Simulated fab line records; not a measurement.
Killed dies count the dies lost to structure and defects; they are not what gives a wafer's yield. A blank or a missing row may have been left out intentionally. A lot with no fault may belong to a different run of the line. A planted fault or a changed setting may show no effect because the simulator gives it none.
Chamber matching -- flow nand harc -- 4 sister chambers for NHARC_P_M1_DESCUM_14 on rie diel-06
The step chemistry O2, time 3 s. 4 wafers are shown with their chamber, then 7 later ones without.

WAFERS, EACH WITH ITS CHAMBER
wafer,chamber,drypump motor current A (A)
L990.6,3,5.81
L996.4,1,5.30
L996.6,0,5.43
L999.5,2,5.70

WAFERS WITH NO CHAMBER GIVEN
wafer,drypump motor current A (A)
L999.6,5.81
L104.4,5.43
L104.5,5.65
L104.6,5.29
L106.1,5.63
L106.3,5.29
L106.5,5.66

WHICH CHAMBER EACH WENT THROUGH
wafer,from the rows above,in truth
L999.6,3,3
L104.4,0,0
L104.5,2,2
L104.6,1,1
L106.1,2,2
L106.3,1,1
L106.5,2,2
Correct placement for 7 of the 7. Number that these rows cannot place: 0. Number placed wrongly: 0.
How it was worked out, from the rows above alone: a wafer's distance from a chamber is the root of the sum, over the readings, of the square of ((its reading less the chamber's mean) divided by the reading's scatter). The wafer belongs to the nearest chamber; if the next one is less than 2 further off, it can't be placed. Each chamber's mean is taken over the wafers shown for it. The scatter (one wafer shown for each chamber): square how far every hidden wafer sits from the nearest shown wafer, average those squares and take the square root.
